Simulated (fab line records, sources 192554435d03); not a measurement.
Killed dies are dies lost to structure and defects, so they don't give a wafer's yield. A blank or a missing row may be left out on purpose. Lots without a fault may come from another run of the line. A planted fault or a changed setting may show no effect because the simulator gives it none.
Chamber matching | flow n5_finfet | N5_BEOL_M5_VIA_ETCH_34 on rie_diel-03: 4 sister chambers
The step etches SiCOH lowk in C4F6/O2, target depth 88.3 nm, time 39.2 s. 30 wafers are shown with their chamber, then 12 later ones without.

WAFERS WITH THEIR CHAMBER
wafer  | chamber | drypump_motor_current_A (A) | rf_vpp_V (V) | throttle_valve_pct (%)
L074.2 | 1       | 4.8                         | 687          | 20.64
L074.3 | 3       | 6.6                         | 657          | 20.50
L074.4 | 2       | 5.7                         | 661          | 20.86
L076.3 | 1       | 4.8                         | 686          | 20.65
L076.4 | 3       | 6.6                         | 657          | 20.48
L076.6 | 2       | 5.8                         | 662          | 20.88
L075.1 | 2       | 5.7                         | 660          | 20.87
L075.5 | 0       | 5.3                         | 684          | 20.83
L075.6 | 1       | 4.8                         | 686          | 20.64
L078.1 | 0       | 5.3                         | 686          | 20.83
L078.5 | 0       | 5.3                         | 686          | 20.84
L078.6 | 3       | 6.6                         | 657          | 20.51
L079.2 | 3       | 6.6                         | 657          | 20.52
L079.4 | 3       | 6.7                         | 659          | 20.51
L079.6 | 3       | 6.7                         | 658          | 20.53
L081.1 | 2       | 5.7                         | 660          | 20.88
L081.2 | 0       | 5.3                         | 685          | 20.84
L081.5 | 1       | 4.8                         | 685          | 20.67
L085.1 | 2       | 5.7                         | 661          | 20.89
L085.4 | 3       | 6.6                         | 657          | 20.52
L085.5 | 1       | 4.8                         | 686          | 20.68
L086.2 | 3       | 6.7                         | 656          | 20.53
L086.5 | 2       | 5.8                         | 661          | 20.89
L086.6 | 3       | 6.6                         | 656          | 20.53
L088.2 | 2       | 5.7                         | 660          | 20.90
L088.4 | 3       | 6.6                         | 657          | 20.53
L088.6 | 3       | 6.6                         | 656          | 20.53
L087.1 | 3       | 6.7                         | 657          | 20.53
L087.4 | 0       | 5.3                         | 684          | 20.86
L087.5 | 1       | 4.8                         | 685          | 20.69

SIGNATURES (means of the wafers above)
reading                 | chamber 0 | chamber 1 | chamber 2 | chamber 3 | scatter within a chamber
drypump_motor_current_A | 5.300     | 4.800     | 5.729     | 6.633     | 0.0397
rf_vpp_V                | 685.00    | 685.83    | 660.71    | 657.00    | 0.838
throttle_valve_pct      | 20.8400   | 20.6617   | 20.8814   | 20.5183   | 0.0161
Rule: a wafer's distance from a chamber is the root of the sum, over the readings, of the square of ((its reading less the chamber's mean) divided by the reading's scatter). The wafer belongs to the nearest chamber; if the next one is less than 2 further off, it can't be placed. The scatter: the root of (the sum of the squares of (reading less its chamber's mean) over the shown wafers, divided by (wafers less chambers)).

WAFERS WITHOUT THEIR CHAMBER
wafer  | drypump_motor_current_A (A) | rf_vpp_V (V) | throttle_valve_pct (%)
L089.2 | 5.3                         | 683          | 20.87
L089.4 | 4.8                         | 685          | 20.68
L089.6 | 5.3                         | 685          | 20.86
L091.1 | 5.3                         | 686          | 20.87
L091.2 | 4.8                         | 686          | 20.71
L091.6 | 4.8                         | 686          | 20.69
L095.1 | 5.3                         | 684          | 20.87
L095.4 | 4.8                         | 686          | 20.71
L095.5 | 6.7                         | 659          | 20.55
L094.1 | 6.7                         | 656          | 20.56
L094.2 | 5.7                         | 661          | 20.49
L094.4 | 4.8                         | 686          | 20.71

WHICH CHAMBER EACH WENT THROUGH
wafer  | from the rows above     | in truth
L089.2 | 0                       | 0
L089.4 | 1                       | 1
L089.6 | 0                       | 0
L091.1 | 0                       | 0
L091.2 | 1                       | 1
L091.6 | 1                       | 1
L095.1 | 0                       | 0
L095.4 | 1                       | 1
L095.5 | 3                       | 3
L094.1 | 3                       | 3
L094.2 | can't be placed: 3 or 2 | 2
L094.4 | 1                       | 1
Placed correctly: 11 of 12. Can't be placed from these rows: 1 (the true chamber is among the candidates in 1). Placed wrongly: 0.
